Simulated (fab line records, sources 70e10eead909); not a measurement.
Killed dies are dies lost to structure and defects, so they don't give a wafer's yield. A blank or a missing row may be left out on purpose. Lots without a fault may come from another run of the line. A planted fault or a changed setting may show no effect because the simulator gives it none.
Problem report in the 8D (eight disciplines) form, filled by code | flow nand_harc | the parts of the form that need people (team, actions taken, sign-off) are left out

1. THE PROBLEM
sort_bin_2_pct at NHARC_END_SORT_01 reads a mean of 90.9 % on 4 wafers of 2 lots; wafers without a fault read 1.3 % with a standard deviation of 0.5. That is +99 or more standard deviations from the usual mean.
First seen on wafer L192.1, day 23 03:17, on prober-01. The record holds 36 wafers of 12 lots with a number at this step. Rule for "out", or "out of limits": more than 4 standard deviations from the usual mean. The other wafers with a number count as sound.

2. WHAT IT IS AND WHAT IT IS NOT
question                    | is                                                                                                                  | is not
which readings at this step | sort_bin_2_pct, defect_limited_yield, killed_at_array, killed_dies, sort_n_pass, sort_rim_yield_pct, sort_yield_pct | killed_at_periphery, killed_open, killed_short, sort_bin_4_pct
which lots                  | L189, L192                                                                                                          | L179, L180, L181, L184, L185, L187, L188, L190, L200, L201
which wafers of those lots  | L189.2, L189.5, L192.1, L192.6                                                                                      | L189.3, L192.3
read on which gauges        | prober-01, prober-02                                                                                                | -
when                        | from day 23 03:17                                                                                                   | up to then (24 sound wafers); but 8 sound wafers of L189, L192, L200, L201 came after

3. SUSPECTS, AND WHAT RULES EACH OUT
Counting: a tool at a process step up to the reading stays a suspect if it ran every lot that is out. Sound lots after the first of them don't rule it out here, since some wafers of a struck lot are sound.
- the gauge at NHARC_END_SORT_01: ruled out. The wafers that are out were read on 2 gauges (prober-01, prober-02).
- pecvd-04 at NHARC_A_M0_DEP_00 (deposits SiOC, target thk 150 nm): kept. It ran every lot that is out, first L189 (day 21 11:36); its last sound lot up to then is L190 (day 20 06:26).
- plasma_asher-02 at NHARC_THIN_TSV_STRIP_62 (strips in N2/H2, time 20 s): kept. It ran every lot that is out, first L192 (day 22 15:08); its last sound lot up to then is L190 (day 21 11:56).
- Within pecvd-04 at NHARC_A_M0_DEP_00: the wafers that are out ran in chamber 0; their sound lot-mates ran in chamber 2.
Left after counting: pecvd-04 at NHARC_A_M0_DEP_00, plasma_asher-02 at NHARC_THIN_TSV_STRIP_62.

4. THE CAUSE (what the simulator had put in)
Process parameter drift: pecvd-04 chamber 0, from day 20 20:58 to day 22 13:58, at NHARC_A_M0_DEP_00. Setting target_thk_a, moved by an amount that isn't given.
Counting left 2 suspects, and this tool is among them.

5. THE CHAIN OF EFFECTS, in route order
Each row: a reading whose mean over the struck wafers that have a number lies more than 3 standard deviations from the usual. Only readings for which the record gives a usual standard deviation are gone through. hours: the time from each lot's start at the first step in this table that gives one to its start at this step, as a median over the lots. sigmas: the change in usual standard deviations.
hours | step              | reading              | usual  | on struck wafers | change | sigmas
0     | NHARC_END_SORT_01 | defect_limited_yield | 95.7 % | 5.9              | -89.8  | -75
0     | NHARC_END_SORT_01 | killed_at_array      | 25     | 632              | +607   | +78
0     | NHARC_END_SORT_01 | killed_dies          | 29     | 637              | +608   | +74
0     | NHARC_END_SORT_01 | sort_bin_2_pct       | 1.3 %  | 90.9             | +89.6  | +99 or more
0     | NHARC_END_SORT_01 | sort_n_pass          | 648    | 40               | -608   | -74
0     | NHARC_END_SORT_01 | sort_rim_yield_pct   | 94.3 % | 14.2             | -80.1  | -29
0     | NHARC_END_SORT_01 | sort_yield_pct       | 95.7 % | 5.9              | -89.8  | -75

6. WHAT WOULD HAVE CAUGHT IT SOONER
In this record the first reading out of limits at a measuring or inspecting step was taken at day 23 03:17, 54 hours after the fault began at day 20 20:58.
Of the tool readings at NHARC_A_M0_DEP_00 for which the record gives a usual standard deviation, none was out on any struck wafer, so an alarm limit of 4 standard deviations on them would not have fired.
All the lots that are out (2) had begun NHARC_A_M0_DEP_00 on pecvd-04 by day 23 03:17. A hold on the tool at that time would have spared none of them.
